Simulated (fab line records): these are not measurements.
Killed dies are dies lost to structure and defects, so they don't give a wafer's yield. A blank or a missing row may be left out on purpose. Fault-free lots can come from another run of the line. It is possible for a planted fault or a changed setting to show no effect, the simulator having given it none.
Problem report, 8D (eight disciplines) form, completed by code | flow n5Finfet | the parts of the form that need people (team, actions taken, sign-off) are left out

== 1. THE PROBLEM ==
Wafers free of any fault read 268 nm (standard deviation 3.3) for M11_ILD_THK at N5_BEOL_M11_THK_MEAS_01, against a mean of 230 nm on 2 wafers of 2 lots. Relative to the usual mean, that is a shift of -12 standard deviations.
Earliest sighting: wafer L111.3 on filmMetro-02 at day 13 03:39. The record has a number at this step for 33 wafers belonging to 11 lots. Rule for "out", or "out of limits": more than 4 standard deviations from the usual mean. Any other wafer with a number is counted as sound.

== 2. WHAT IT IS, WHAT IT ISN'T ==
question                    | is                         | is not
which readings at this step | M11_ILD_THK                | -
which lots                  | L111, L112                 | L101, L104, L105, L106, L109, L115, L116, L119, L120
which wafers of those lots  | L111.3, L112.5             | L111.2, L111.4, L112.1, L112.3
read on which gauges        | filmMetro-01, filmMetro-02 | -
when                        | from day 13 03:39          | up to then (17 sound wafers); but 14 sound wafers of L112, L115, L116, L119, L120 came after

== 3. SUSPECTS, AND WHAT RULES EACH OUT ==
Counting: any tool at a process step up to the reading remains a suspect provided it ran every lot that is out. Sound lots after the first of them don't rule it out here, since some wafers of a struck lot are sound.
- the gauge at N5_BEOL_M11_THK_MEAS_01 is ruled out. Those wafers that are out were read across 2 gauges (filmMetro-01, filmMetro-02).
- cmp-03 at N5_BEOL_M10_CMP_52 (polishes, stops on SiCOH lowk, t overpolish 7 s, target thk 140 nm): kept. It processed each lot that is out (first: L111, day 13 02:34); up to then, its last sound lot is L104 (day 11 02:49).
- pecvd-02 at N5_BEOL_M11_ILD_DEP_00 (deposits SiCOH lowk from DEMS/porogen, target thk 308.51 nm, time 58 s): kept. It processed each lot that is out (first: L111, day 13 03:03); up to then, its last sound lot is L105 (day 11 13:47).
- uvCure-03 at N5_BEOL_M11_CURE_71 (cures SiCOH lowk, time 240 s): kept. It processed each lot that is out (first: L111, day 13 03:13); up to then, its last sound lot is L101 (day 10 10:20).
- Within pecvd-02 at N5_BEOL_M11_ILD_DEP_00: the wafers that are out ran in chamber 1; their sound lot-mates ran in chambers 0, 2.
Still standing after the count: cmp-03 at N5_BEOL_M10_CMP_52, pecvd-02 at N5_BEOL_M11_ILD_DEP_00, uvCure-03 at N5_BEOL_M11_CURE_71.

== 4. THE CAUSE (what the simulator had put in) ==
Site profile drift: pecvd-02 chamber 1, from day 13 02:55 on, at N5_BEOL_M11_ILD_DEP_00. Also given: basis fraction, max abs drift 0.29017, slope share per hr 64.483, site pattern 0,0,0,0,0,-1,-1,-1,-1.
Of the 3 suspects that counting leaves, this tool is one.

== 5. THE CHAIN OF EFFECTS, in route order ==
Each row: a reading where the mean over the struck wafers with a number is more than 3 standard deviations away from the usual. Scope: only readings with a usual standard deviation given in the record; hours: median across lots of the time from each lot's start at the first step in this table that gives one to its start at this step; sigmas: change in usual standard deviations.
hours | step                    | reading     | usual  | on struck wafers | change | sigmas
0     | N5_BEOL_M11_THK_MEAS_01 | M11_ILD_THK | 268 nm | 230              | -38    | -12

== 6. WHAT WOULD HAVE CAUGHT IT SOONER ==
In this record the first reading out of limits at a measuring or inspecting step was taken at day 13 03:39, 1 hour after the fault began at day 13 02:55.
Of the tool readings at N5_BEOL_M11_ILD_DEP_00 for which the record gives a usual standard deviation, none was out on any struck wafer, so an alarm limit of 4 standard deviations on them would not have fired.
Lots out: 2; of these, L112 started N5_BEOL_M11_ILD_DEP_00 on pecvd-02 after day 13 03:39. A tool hold placed at that time would have kept it from harm.
